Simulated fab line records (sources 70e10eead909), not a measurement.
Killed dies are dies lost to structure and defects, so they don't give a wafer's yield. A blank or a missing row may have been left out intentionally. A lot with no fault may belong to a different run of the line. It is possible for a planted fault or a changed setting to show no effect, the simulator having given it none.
Which tool is to blame? + flow nand-harc + Sampling: 12 lots, 36 wafers, 5 of 1159 route steps

WHAT THE GAUGES READ, wafer by wafer
NHARC_A_CONTACT_CD_MEAS_15.
| lot  | measured     | on        | cd-nm (nm)     |
|------|--------------|-----------|----------------|
| L623 | day 16 23:44 | cd-sem-01 | 89.6 90.1 90.0 |
| L624 | day 17 07:54 | cd-sem-02 | 89.3 89.8 89.2 |
| L625 | day 17 19:13 | cd-sem-03 | 90.8 89.5 90.7 |
| L627 | day 18 17:53 | cd-sem-01 | 90.1 89.6 89.6 |
| L629 | day 18 22:50 | cd-sem-01 | 89.9 89.7 89.6 |
| L634 | day 20 12:14 | cd-sem-01 | 90.0 90.0 90.6 |
| L636 | day 20 19:28 | cd-sem-03 | 90.2 90.5 89.8 |
| L638 | day 21 03:06 | cd-sem-03 | 89.2 90.5 89.9 |
| L637 | day 21 07:42 | cd-sem-01 | 89.7 89.6 89.1 |
| L643 | day 22 05:43 | cd-sem-01 | 90.2 89.7 89.5 |
| L644 | day 22 10:16 | cd-sem-03 | 89.8 90.2 90.3 |
| L645 | day 22 23:23 | cd-sem-01 | 88.6 88.8 90.8 |

NHARC_END_SORT_01.
| lot  | measured     | on        | killed-at-array | killed-at-other | killed-at-periphery | killed-dies | killed-open | killed-short |
|------|--------------|-----------|-----------------|-----------------|---------------------|-------------|-------------|--------------|
| L623 | day 19 18:32 | prober-01 | 32 31 29        | 0 0 0           | 2 2 3               | 34 33 32    | 1 2 2       | 2 4 5        |
| L624 | day 20 03:16 | prober-01 | 26 22 24        | 0 2 1           | 1 1 1               | 27 25 26    | 4 1 4       | 2 1 2        |
| L625 | day 20 10:50 | prober-02 | 14 18 10        | 0 0 0           | 0 2 1               | 14 20 11    | 6 4 4       | 0 1 1        |
| L627 | day 20 18:53 | prober-01 | 29 30 18        | 0 0 0           | 3 2 3               | 32 32 21    | 4 2 1       | 1 3 0        |
| L629 | day 21 02:38 | prober-01 | 25 27 24        | 1 5 1           | 4 11 10             | 30 43 35    | 4 5 3       | 2 1 0        |
| L634 | day 22 11:58 | prober-01 | 34 539 600      | 1 0 0           | 3 4 8               | 38 543 608  | 6 4 5       | 4 2 1        |
| L636 | day 23 16:49 | prober-02 | 611 39 45       | 0 1 0           | 3 0 3               | 614 40 48   | 1 0 4       | 1 3 2        |
| L638 | day 23 23:53 | prober-02 | 42 34 25        | 0 0 2           | 3 3 4               | 45 37 31    | 8 2 3       | 1 4 2        |
| L637 | day 24 07:23 | prober-01 | 39 36 35        | 1 0 0           | 4 1 2               | 44 37 37    | 8 2 2       | 1 3 4        |
| L643 | day 24 22:11 | prober-01 | 29 15 28        | 1 1 0           | 1 3 5               | 31 19 33    | 4 3 1       | 4 1 1        |
| L644 | day 24 23:18 | prober-02 | 50 41 49        | 0 0 1           | 2 1 3               | 52 42 53    | 1 1 5       | 0 2 2        |
| L645 | day 25 15:50 | prober-02 | 33 40 40        | 0 0 1           | 3 0 0               | 36 40 41    | 3 2 1       | 2 2 2        |

WHAT TOOL EACH LOT RAN ON (gives the tool, then ch and the chambers of the sampled wafers, and finally the start)
| lot  | NHARC_A_CONTACT_ETCH_92            | NHARC_A_BLC_DESCUM_15              | NHARC_A_BLC_ETCH_17                |
|------|------------------------------------|------------------------------------|------------------------------------|
| L623 | rie-diel-09 ch 1,3, day 16 23:28   | rie-diel-08 ch 0,2, day 17 13:31   | rie-diel-08 ch 0,2,3, day 17 13:44 |
| L624 | rie-diel-09 ch 0,1,2, day 17 07:40 | rie-diel-08 ch 0,1,3, day 17 18:46 | rie-diel-08 ch 0,1, day 17 18:56   |
| L625 | rie-diel-07 ch 0,2,3, day 17 18:59 | rie-diel-03 ch 0,2, day 18 02:50   | rie-diel-03 ch 0,1, day 18 03:09   |
| L627 | rie-diel-07 ch 1,2,3, day 18 17:41 | rie-diel-08 ch 0,2,3, day 19 00:41 | rie-diel-08 ch 1,2,3, day 19 00:56 |
| L629 | rie-diel-07 ch 0,2, day 18 22:38   | rie-diel-03 ch 0,3, day 19 01:58   | rie-diel-03 ch 1,3, day 19 02:11   |
| L634 | rie-diel-09 ch 0,1,3, day 20 11:55 | rie-diel-03 ch 0,1,2, day 20 15:24 | rie-diel-03 ch 0,2,3, day 20 15:34 |
| L636 | rie-diel-09 ch 1,2, day 20 19:14   | rie-diel-03 ch 0,1,2, day 21 00:32 | rie-diel-03 ch 0,2,3, day 21 00:47 |
| L638 | rie-diel-09 ch 0,2,3, day 21 02:54 | rie-diel-08 ch 0,1,2, day 21 15:52 | rie-diel-08 ch 0,2,3, day 21 16:14 |
| L637 | rie-diel-10 ch 2, day 21 07:11     | rie-diel-01 ch 1,2, day 22 02:58   | rie-diel-01 ch 2,3, day 22 03:11   |
| L643 | rie-diel-07 ch 1,2,3, day 22 05:29 | rie-diel-08 ch 0,2,3, day 22 09:32 | rie-diel-08 ch 0,1,3, day 22 09:45 |
| L644 | rie-diel-07 ch 0,2,3, day 22 10:02 | rie-diel-01 ch 1,2,3, day 22 16:35 | rie-diel-01 ch 0,1,3, day 22 16:46 |
| L645 | rie-diel-10 ch 0,3, day 22 23:10   | rie-diel-08 ch 0,1,3, day 23 03:23 | rie-diel-08 ch 0,1,3, day 23 03:41 |
- NHARC_A_CONTACT_ETCH_92: etches the open film in CH3F/O2, target depth 40 nm, time 85.7 s.
- NHARC_A_BLC_DESCUM_15: chemistry O2, time 3 s.
- NHARC_A_BLC_ETCH_17: etches the open film in N2/H2, target depth 390 nm, time 609.38 s.

AS READ BY THE TOOLS THEMSELVES (means over the sampled wafers that have a number; for cases with no such wafer, the mark the record gives instead)
NHARC_A_CONTACT_ETCH_92.
| lot  | tool        | drypump-motor-current-A (A) | oes-product-au (a.u.) | rf-vpp-V (V) | showerhead-plenum-p-Torr (Torr) | throttle-valve-pct (%) |
|------|-------------|-----------------------------|-----------------------|--------------|---------------------------------|------------------------|
| L623 | rie-diel-09 | 5.3                         | 0.93                  | 244.9        | 2.54                            | 20.668                 |
| L624 | rie-diel-09 | 5.9                         | 0.92                  | 245.8        | 2.53                            | 20.668                 |
| L625 | rie-diel-07 | 5.9                         | 0.91                  | 243.2        | 2.44                            | 20.669                 |
| L627 | rie-diel-07 | 5.9                         | 0.93                  | 243.7        | 2.39                            | 20.661                 |
| L629 | rie-diel-07 | 6.1                         | 0.93                  | 244.3        | 2.47                            | 20.660                 |
| L634 | rie-diel-09 | 5.6                         | 0.92                  | 244.6        | 2.50                            | 20.660                 |
| L636 | rie-diel-09 | 5.8                         | 0.92                  | 246.6        | 2.56                            | 20.661                 |
| L638 | rie-diel-09 | 5.6                         | 0.93                  | 246.8        | 2.55                            | 20.660                 |
| L637 | rie-diel-10 | 6.6                         | 1.01                  | 246.5        | 2.61                            | 20.665                 |
| L643 | rie-diel-07 | 5.9                         | 0.94                  | 243.4        | 2.39                            | 20.663                 |
| L644 | rie-diel-07 | 5.9                         | 0.93                  | 244.1        | 2.44                            | 20.652                 |
| L645 | rie-diel-10 | 5.7                         | 0.93                  | 244.3        | 2.47                            | 20.662                 |

NHARC_A_BLC_DESCUM_15.
| lot  | tool        | drypump-motor-current-A (A) | oes-product-au (a.u.) | rf-vpp-V (V) | showerhead-plenum-p-Torr (Torr) | throttle-valve-pct (%) |
|------|-------------|-----------------------------|-----------------------|--------------|---------------------------------|------------------------|
| L623 | rie-diel-08 | 6.0                         | 0.999                 | 56.8         | 1.93                            | 11.318                 |
| L624 | rie-diel-08 | 6.0                         | 1.002                 | 57.7         | 1.91                            | 11.319                 |
| L625 | rie-diel-03 | 5.9                         | 1.008                 | 57.4         | 1.83                            | 11.319                 |
| L627 | rie-diel-08 | 5.7                         | 1.005                 | 57.1         | 1.88                            | 11.310                 |
| L629 | rie-diel-03 | 5.7                         | 0.991                 | 58.0         | 1.87                            | 11.310                 |
| L634 | rie-diel-03 | 5.9                         | 1.009                 | 56.2         | 1.82                            | 11.308                 |
| L636 | rie-diel-03 | 5.9                         | 1.001                 | 58.0         | 1.81                            | 11.314                 |
| L638 | rie-diel-08 | 5.9                         | 1.006                 | 58.0         | 1.90                            | 11.310                 |
| L637 | rie-diel-01 | 5.9                         | 0.989                 | 58.0         | 1.99                            | 11.308                 |
| L643 | rie-diel-08 | 5.7                         | 1.012                 | 57.1         | 1.88                            | 11.304                 |
| L644 | rie-diel-01 | 5.8                         | 1.011                 | 58.6         | 2.00                            | 11.314                 |
| L645 | rie-diel-08 | 6.0                         | 1.002                 | 58.1         | 1.91                            | 11.315                 |

NHARC_A_BLC_ETCH_17.
| lot  | tool        | drypump-motor-current-A (A) | oes-product-au (a.u.) | rf-vpp-V (V) | showerhead-plenum-p-Torr (Torr) | throttle-valve-pct (%) |
|------|-------------|-----------------------------|-----------------------|--------------|---------------------------------|------------------------|
| L623 | rie-diel-08 | 5.7                         | 0.995                 | 429.9        | 2.01                            | 14.176                 |
| L624 | rie-diel-08 | 6.3                         | 1.002                 | 430.9        | 2.10                            | 14.170                 |
| L625 | rie-diel-03 | 6.0                         | 0.999                 | 428.0        | 1.95                            | 14.172                 |
| L627 | rie-diel-08 | 5.6                         | 1.004                 | 428.8        | 1.96                            | 14.167                 |
| L629 | rie-diel-03 | 5.2                         | 0.993                 | 428.9        | 1.99                            | 14.167                 |
| L634 | rie-diel-03 | 5.6                         | 0.909                 | 428.9        | 1.98                            | 14.158                 |
| L636 | rie-diel-03 | 5.6                         | 0.961                 | 430.2        | 1.98                            | 14.166                 |
| L638 | rie-diel-08 | 5.7                         | 1.011                 | 429.4        | 2.00                            | 14.175                 |
| L637 | rie-diel-01 | 5.9                         | 1.012                 | 433.0        | 2.13                            | 14.172                 |
| L643 | rie-diel-08 | 6.0                         | 1.003                 | 429.9        | 2.03                            | 14.163                 |
| L644 | rie-diel-01 | 5.5                         | 1.000                 | 431.4        | 2.09                            | 14.167                 |
| L645 | rie-diel-08 | 6.0                         | 1.004                 | 430.3        | 2.03                            | 14.181                 |

THE ANSWER, worked out from the rows above alone
Rule: what is usual is taken from the lots themselves. Put in order of their means at a reading, lots are off if they are a third of the lots or fewer, leave a main group of 4 or more, and stand apart from it by a gap of 3 or more times the standard deviation of the main group's means; of several such gaps the widest counts. The tables above print the reading to a certain number of digits; a main group whose means all agree to those digits is not used. A lot without any number at a reading at which 4 lots or more have one is off too. Where the step has rows for the other lots, those lots are counted as sound. Order of review: gauges by route order, followed by the tools' own readings, for which a lot's mean as printed above is used. At the first step where some lot is off, the reading lying furthest off is the one used; lots without a number count as furthest.
Off: L634, L636, at NHARC_END_SORT_01 (killed-at-array). The main group has a mean of 30 with a standard deviation of 8.7.
If a tool, at a process step before that reading, ran all the lots that are off and no sound lot after the first of them, it fits. The gauges at NHARC_END_SORT_01 aren't tried: what is off there is off at NHARC_A_BLC_ETCH_17 too, on other tools, and a gauge's error can't cause that. One fits: NHARC_A_BLC_DESCUM_15 and NHARC_A_BLC_ETCH_17 on rie-diel-03. At NHARC_A_BLC_DESCUM_15 its last sound lot is L629 (day 19 01:58), its first lot that is off L634 (day 20 15:24): a fault that began between those two fits.

WHAT THE SIMULATOR PUT IN
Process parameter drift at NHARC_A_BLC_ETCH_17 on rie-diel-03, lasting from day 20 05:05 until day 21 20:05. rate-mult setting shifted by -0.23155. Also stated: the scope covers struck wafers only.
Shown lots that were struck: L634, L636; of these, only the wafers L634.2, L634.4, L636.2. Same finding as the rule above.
